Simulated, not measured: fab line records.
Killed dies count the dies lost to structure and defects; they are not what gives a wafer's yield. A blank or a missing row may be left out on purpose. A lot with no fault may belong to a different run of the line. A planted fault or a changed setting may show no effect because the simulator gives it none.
Which of the tools did it? || flow nandHarc || 13 lots, 37 wafers sampled, at 6 steps of a route of 1159

== WHAT THE GAUGES READ, wafer by wafer ==
NHARC_END_SORT_01.
{"lot": "L741", "measured": "day 21 14:36", "on": "prober-02", "killedAtArray": "14 12 48", "killedAtOther": "0 0 0", "killedAtPeriphery": "5 7 1", "killedDies": "19 19 49", "killedOpen": "3 4 2", "killedShort": "4 3 0"}
{"lot": "L743", "measured": "day 22 21:08", "on": "prober-01", "killedAtArray": 76, "killedAtOther": 0, "killedAtPeriphery": 7, "killedDies": 83, "killedOpen": 5, "killedShort": 1}

== EACH LOT AND THE TOOL THAT RAN IT (in order: tool; ch and the chambers of the sampled wafers; start) ==
{"lot": "L731", "NHARC_A_STAIRCASE_ETCH_201": "rieDiel-03 ch 1,2, day 11 14:39", "NHARC_A_STAIRCASE_DEP_151": "pecvd-04 ch 0,1, day 13 00:33", "NHARC_A_STAIRCASE_CMP_450": "cmp-03 ch 0,1,3, day 14 02:58", "NHARC_A_STAIRCASE_CMP_472": "cmp-03 ch 0,1, day 14 04:30", "NHARC_A_SGD_CUT_DEP_00": "pecvd-04 ch 1,2, day 14 04:55"}
{"lot": "L732", "NHARC_A_STAIRCASE_ETCH_201": "rieDiel-13 ch 1,3, day 11 15:23", "NHARC_A_STAIRCASE_DEP_151": "pecvd-03 ch 0,1, day 13 00:41", "NHARC_A_STAIRCASE_CMP_450": "cmp-01 ch 0,1, day 14 03:23", "NHARC_A_STAIRCASE_CMP_472": "cmp-01 ch 1,2, day 14 04:52", "NHARC_A_SGD_CUT_DEP_00": "pecvd-02 ch 0,1, day 14 05:17"}
{"lot": "L733", "NHARC_A_STAIRCASE_ETCH_201": "rieDiel-13 ch 1,2,3, day 11 19:02", "NHARC_A_STAIRCASE_DEP_151": "pecvd-02 ch 0,2, day 13 00:33", "NHARC_A_STAIRCASE_CMP_450": "cmp-02 ch 0,2,3, day 14 03:06", "NHARC_A_STAIRCASE_CMP_472": "cmp-02 ch 0,3, day 14 04:40", "NHARC_A_SGD_CUT_DEP_00": "pecvd-01 ch 1,2, day 14 05:06"}
{"lot": "L736", "NHARC_A_STAIRCASE_ETCH_201": "rieDiel-03 ch 0,1,3, day 12 00:44", "NHARC_A_STAIRCASE_DEP_151": "pecvd-03 ch 0,1,2, day 13 17:11", "NHARC_A_STAIRCASE_CMP_450": "cmp-03 ch 0,1,2, day 14 22:27", "NHARC_A_STAIRCASE_CMP_472": "cmp-03 ch 0,1,3, day 15 00:05", "NHARC_A_SGD_CUT_DEP_00": "pecvd-04 ch 0,1, day 15 00:51"}
{"lot": "L741", "NHARC_A_STAIRCASE_ETCH_201": "rieDiel-03 ch 0,2,3, day 13 17:40", "NHARC_A_STAIRCASE_DEP_151": "pecvd-04 ch 0,1,2, day 15 03:41", "NHARC_A_STAIRCASE_CMP_450": "cmp-03 ch 0,1,3, day 16 06:09", "NHARC_A_STAIRCASE_CMP_472": "cmp-02 ch 0,2,3, day 16 07:46", "NHARC_A_SGD_CUT_DEP_00": "pecvd-01 ch 0,1,2, day 16 10:56"}
{"lot": "L742", "NHARC_A_STAIRCASE_ETCH_201": "rieDiel-06 ch 0,1,2, day 14 03:19", "NHARC_A_STAIRCASE_DEP_151": "pecvd-02 ch 0,1, day 15 14:41", "NHARC_A_STAIRCASE_CMP_450": "cmp-02 ch 0,1,3, day 16 18:21", "NHARC_A_STAIRCASE_CMP_472": "cmp-01 ch 0,1,3, day 16 19:48", "NHARC_A_SGD_CUT_DEP_00": "pecvd-01 ch 0,1,2, day 16 20:16"}
{"lot": "L743", "NHARC_A_STAIRCASE_ETCH_201": "rieDiel-03 ch 0, day 14 03:28", "NHARC_A_STAIRCASE_DEP_151": "pecvd-04 ch 1, day 15 14:47", "NHARC_A_STAIRCASE_CMP_450": "cmp-02 ch 0, day 16 17:56", "NHARC_A_STAIRCASE_CMP_472": "cmp-02 ch 0, day 16 19:34", "NHARC_A_SGD_CUT_DEP_00": "pecvd-01 ch 1, day 17 03:10"}
{"lot": "L745", "NHARC_A_STAIRCASE_ETCH_201": "rieDiel-06 ch 1,2,3, day 14 23:25", "NHARC_A_STAIRCASE_DEP_151": "pecvd-03 ch 0,1,2, day 16 10:08", "NHARC_A_STAIRCASE_CMP_450": "cmp-01 ch 0,1,2, day 17 17:30", "NHARC_A_STAIRCASE_CMP_472": "cmp-01 ch 0,2, day 17 18:59", "NHARC_A_SGD_CUT_DEP_00": "pecvd-04 ch 1,2, day 17 19:22"}
{"lot": "L746", "NHARC_A_STAIRCASE_ETCH_201": "rieDiel-06 ch 2,3, day 15 00:25", "NHARC_A_STAIRCASE_DEP_151": "pecvd-04 ch 0,1, day 16 10:08", "NHARC_A_STAIRCASE_CMP_450": "cmp-02 ch 1,2,3, day 17 16:55", "NHARC_A_STAIRCASE_CMP_472": "cmp-03 ch 0,2,3, day 17 18:24", "NHARC_A_SGD_CUT_DEP_00": "pecvd-01 ch 1,2, day 17 18:46"}
{"lot": "L748", "NHARC_A_STAIRCASE_ETCH_201": "rieDiel-13 ch 0,2, day 15 11:49", "NHARC_A_STAIRCASE_DEP_151": "pecvd-03 ch 1,2, day 16 21:53", "NHARC_A_STAIRCASE_CMP_450": "cmp-01 ch 0,2,3, day 18 05:14", "NHARC_A_STAIRCASE_CMP_472": "cmp-02 ch 0,2, day 18 06:43", "NHARC_A_SGD_CUT_DEP_00": "pecvd-01 ch 0,1,2, day 18 07:10"}
{"lot": "L749", "NHARC_A_STAIRCASE_ETCH_201": "rieDiel-13 ch 0,2,3, day 15 18:57", "NHARC_A_STAIRCASE_DEP_151": "pecvd-03 ch 0,1, day 17 03:05", "NHARC_A_STAIRCASE_CMP_450": "cmp-01 ch 0,1,2, day 18 06:13", "NHARC_A_STAIRCASE_CMP_472": "cmp-01 ch 0,1, day 18 07:40", "NHARC_A_SGD_CUT_DEP_00": "pecvd-02 ch 0,2, day 18 08:05"}
{"lot": "L752", "NHARC_A_STAIRCASE_ETCH_201": "rieDiel-06 ch 1,2,3, day 16 09:44", "NHARC_A_STAIRCASE_DEP_151": "pecvd-03 ch 0,1,2, day 17 21:28", "NHARC_A_STAIRCASE_CMP_450": "cmp-02 ch 0,1,2, day 19 01:34", "NHARC_A_STAIRCASE_CMP_472": "cmp-01 ch 0,1,3, day 19 03:07", "NHARC_A_SGD_CUT_DEP_00": "pecvd-01 ch 0,2, day 19 03:29"}
{"lot": "L753", "NHARC_A_STAIRCASE_ETCH_201": "rieDiel-06 ch 0,1,2, day 17 00:26", "NHARC_A_STAIRCASE_DEP_151": "pecvd-03 ch 0,1,2, day 18 11:53", "NHARC_A_STAIRCASE_CMP_450": "cmp-03 ch 0,2,3, day 19 16:43", "NHARC_A_STAIRCASE_CMP_472": "cmp-02 ch 0,1,2, day 19 18:18", "NHARC_A_SGD_CUT_DEP_00": "pecvd-01 ch 1,2, day 19 18:44"}
- NHARC_A_STAIRCASE_ETCH_201: etches the open film in C4F8/O2, target depth 100 nm, time 40.5 s.
- NHARC_A_STAIRCASE_DEP_151: deposits SiO2, target thk 3800 nm.
- NHARC_A_STAIRCASE_CMP_450: polishes SiO2, target thk 200 nm.
- NHARC_A_STAIRCASE_CMP_472: polishes SiO2.
- NHARC_A_SGD_CUT_DEP_00: deposits SiNx, target thk 50 nm.

== WHAT THE TOOLS THEMSELVES READ (means of the sampled wafers that have a number; where no wafer has one, the mark that the record gives instead) ==
NHARC_A_STAIRCASE_ETCH_201.
{"lot": "L731", "tool": "rieDiel-03", "oesProductAu (a.u.)": 0.949, "rfVppV (V)": 900}
{"lot": "L732", "tool": "rieDiel-13", "oesProductAu (a.u.)": 0.928, "rfVppV (V)": 895}
{"lot": "L733", "tool": "rieDiel-13", "oesProductAu (a.u.)": 0.948, "rfVppV (V)": 891}
{"lot": "L736", "tool": "rieDiel-03", "oesProductAu (a.u.)": 0.945, "rfVppV (V)": 900}
{"lot": "L741", "tool": "rieDiel-03", "oesProductAu (a.u.)": 0.943, "rfVppV (V)": 900}
{"lot": "L742", "tool": "rieDiel-06", "oesProductAu (a.u.)": 0.948, "rfVppV (V)": 896}
{"lot": "L743", "tool": "rieDiel-03", "oesProductAu (a.u.)": 0.935, "rfVppV (V)": 893}
{"lot": "L745", "tool": "rieDiel-06", "oesProductAu (a.u.)": 0.952, "rfVppV (V)": 896}
{"lot": "L746", "tool": "rieDiel-06", "oesProductAu (a.u.)": 0.951, "rfVppV (V)": 894}
{"lot": "L748", "tool": "rieDiel-13", "oesProductAu (a.u.)": 0.941, "rfVppV (V)": 895}
{"lot": "L749", "tool": "rieDiel-13", "oesProductAu (a.u.)": 0.946, "rfVppV (V)": 897}
{"lot": "L752", "tool": "rieDiel-06", "oesProductAu (a.u.)": 0.959, "rfVppV (V)": 896}
{"lot": "L753", "tool": "rieDiel-06", "oesProductAu (a.u.)": 0.955, "rfVppV (V)": 895}

NHARC_A_STAIRCASE_DEP_151.
{"lot": "L731", "tool": "pecvd-04", "heaterPowerW (W)": 733}
{"lot": "L732", "tool": "pecvd-03", "heaterPowerW (W)": 642}
{"lot": "L733", "tool": "pecvd-02", "heaterPowerW (W)": 614}
{"lot": "L736", "tool": "pecvd-03", "heaterPowerW (W)": 675}
{"lot": "L741", "tool": "pecvd-04", "heaterPowerW (W)": 713}
{"lot": "L742", "tool": "pecvd-02", "heaterPowerW (W)": 728}
{"lot": "L743", "tool": "pecvd-04", "heaterPowerW (W)": 791}
{"lot": "L745", "tool": "pecvd-03", "heaterPowerW (W)": 742}
{"lot": "L746", "tool": "pecvd-04", "heaterPowerW (W)": 673}
{"lot": "L748", "tool": "pecvd-03", "heaterPowerW (W)": 717}
{"lot": "L749", "tool": "pecvd-03", "heaterPowerW (W)": 572}
{"lot": "L752", "tool": "pecvd-03", "heaterPowerW (W)": 691}
{"lot": "L753", "tool": "pecvd-03", "heaterPowerW (W)": 688}

NHARC_A_STAIRCASE_CMP_450.
{"lot": "L731", "tool": "cmp-03", "edgeZonePressureFrac": 1.004, "motorCurrentA (A)": 13.3, "padLifeWafers": 302}
{"lot": "L732", "tool": "cmp-01", "edgeZonePressureFrac": 0.993, "motorCurrentA (A)": 11.8, "padLifeWafers": 174}
{"lot": "L733", "tool": "cmp-02", "edgeZonePressureFrac": 1.000, "motorCurrentA (A)": 11.4, "padLifeWafers": 422}
{"lot": "L736", "tool": "cmp-03", "edgeZonePressureFrac": 0.997, "motorCurrentA (A)": 13.7, "padLifeWafers": 423}
{"lot": "L741", "tool": "cmp-03", "edgeZonePressureFrac": 1.001, "motorCurrentA (A)": 12.8, "padLifeWafers": 25}
{"lot": "L742", "tool": "cmp-02", "edgeZonePressureFrac": 1.001, "motorCurrentA (A)": 10.7, "padLifeWafers": 295}
{"lot": "L743", "tool": "cmp-02", "edgeZonePressureFrac": 1.000, "motorCurrentA (A)": 9.2, "padLifeWafers": 283}
{"lot": "L745", "tool": "cmp-01", "edgeZonePressureFrac": 0.996, "motorCurrentA (A)": 11.1, "padLifeWafers": 128}
{"lot": "L746", "tool": "cmp-02", "edgeZonePressureFrac": 1.008, "motorCurrentA (A)": 12.1, "padLifeWafers": 428}
{"lot": "L748", "tool": "cmp-01", "edgeZonePressureFrac": 1.005, "motorCurrentA (A)": 12.1, "padLifeWafers": 206}
{"lot": "L749", "tool": "cmp-01", "edgeZonePressureFrac": 1.006, "motorCurrentA (A)": 11.6, "padLifeWafers": 218}
{"lot": "L752", "tool": "cmp-02", "edgeZonePressureFrac": 0.997, "motorCurrentA (A)": 11.9, "padLifeWafers": 32}
{"lot": "L753", "tool": "cmp-03", "edgeZonePressureFrac": 0.996, "motorCurrentA (A)": 13.8, "padLifeWafers": 554}

NHARC_A_STAIRCASE_CMP_472.
{"lot": "L731", "tool": "cmp-03", "edgeZonePressureFrac": 1.006, "motorCurrentA (A)": 13.9, "padLifeWafers": 324}
{"lot": "L732", "tool": "cmp-01", "edgeZonePressureFrac": 1.005, "motorCurrentA (A)": 11.8, "padLifeWafers": 198}
{"lot": "L733", "tool": "cmp-02", "edgeZonePressureFrac": 1.001, "motorCurrentA (A)": 10.2, "padLifeWafers": 446}
{"lot": "L736", "tool": "cmp-03", "edgeZonePressureFrac": 0.999, "motorCurrentA (A)": 12.8, "padLifeWafers": 452}
{"lot": "L741", "tool": "cmp-02", "edgeZonePressureFrac": 0.995, "motorCurrentA (A)": 11.8, "padLifeWafers": 223}
{"lot": "L742", "tool": "cmp-01", "edgeZonePressureFrac": 0.998, "motorCurrentA (A)": 12.2, "padLifeWafers": 1}
{"lot": "L743", "tool": "cmp-02", "edgeZonePressureFrac": 0.997, "motorCurrentA (A)": 9.8, "padLifeWafers": 321}
{"lot": "L745", "tool": "cmp-01", "edgeZonePressureFrac": 0.992, "motorCurrentA (A)": 11.3, "padLifeWafers": 146}
{"lot": "L746", "tool": "cmp-03", "edgeZonePressureFrac": 0.997, "motorCurrentA (A)": 13.6, "padLifeWafers": 272}
{"lot": "L748", "tool": "cmp-02", "edgeZonePressureFrac": 1.000, "motorCurrentA (A)": 12.4, "padLifeWafers": 535}
{"lot": "L749", "tool": "cmp-01", "edgeZonePressureFrac": 1.003, "motorCurrentA (A)": 11.3, "padLifeWafers": 228}
{"lot": "L752", "tool": "cmp-01", "edgeZonePressureFrac": 1.006, "motorCurrentA (A)": 12.7, "padLifeWafers": 332}
{"lot": "L753", "tool": "cmp-02", "edgeZonePressureFrac": 1.004, "motorCurrentA (A)": 11.7, "padLifeWafers": 128}

NHARC_A_SGD_CUT_DEP_00.
{"lot": "L731", "tool": "pecvd-04", "heaterPowerW (W)": 784}
{"lot": "L732", "tool": "pecvd-02", "heaterPowerW (W)": 701}
{"lot": "L733", "tool": "pecvd-01", "heaterPowerW (W)": 854}
{"lot": "L736", "tool": "pecvd-04", "heaterPowerW (W)": 709}
{"lot": "L741", "tool": "pecvd-01", "heaterPowerW (W)": 781}
{"lot": "L742", "tool": "pecvd-01", "heaterPowerW (W)": 807}
{"lot": "L743", "tool": "pecvd-01", "heaterPowerW (W)": 912}
{"lot": "L745", "tool": "pecvd-04", "heaterPowerW (W)": 814}
{"lot": "L746", "tool": "pecvd-01", "heaterPowerW (W)": 815}
{"lot": "L748", "tool": "pecvd-01", "heaterPowerW (W)": 827}
{"lot": "L749", "tool": "pecvd-02", "heaterPowerW (W)": 628}
{"lot": "L752", "tool": "pecvd-01", "heaterPowerW (W)": 767}
{"lot": "L753", "tool": "pecvd-01", "heaterPowerW (W)": 829}

== THE ANSWER, worked out from the rows above alone ==
Rule: usual is defined by the lots themselves. Put in order of their means at a reading, lots are off if they are a third of the lots or fewer, leave a main group of 4 or more, and stand apart from it by a gap of 3 or more times the standard deviation of the main group's means; of several such gaps the widest counts. If all means in a main group match to the digits the tables above print for the reading, that group is not used. A lot without any number at a reading at which 4 lots or more have one is off too. Any other lot the step has rows for is counted as sound. The gauges are gone through in route order, then the tools' own readings, and for those a lot's mean is taken as printed above. The first step at which some lot is off is used, and at that step the reading that is off furthest; a lot without a number counts as furthest.
Across all readings shown, no lot is off: no conclusion can be drawn from this.

== WHAT THE SIMULATOR HAD INSERTED ==
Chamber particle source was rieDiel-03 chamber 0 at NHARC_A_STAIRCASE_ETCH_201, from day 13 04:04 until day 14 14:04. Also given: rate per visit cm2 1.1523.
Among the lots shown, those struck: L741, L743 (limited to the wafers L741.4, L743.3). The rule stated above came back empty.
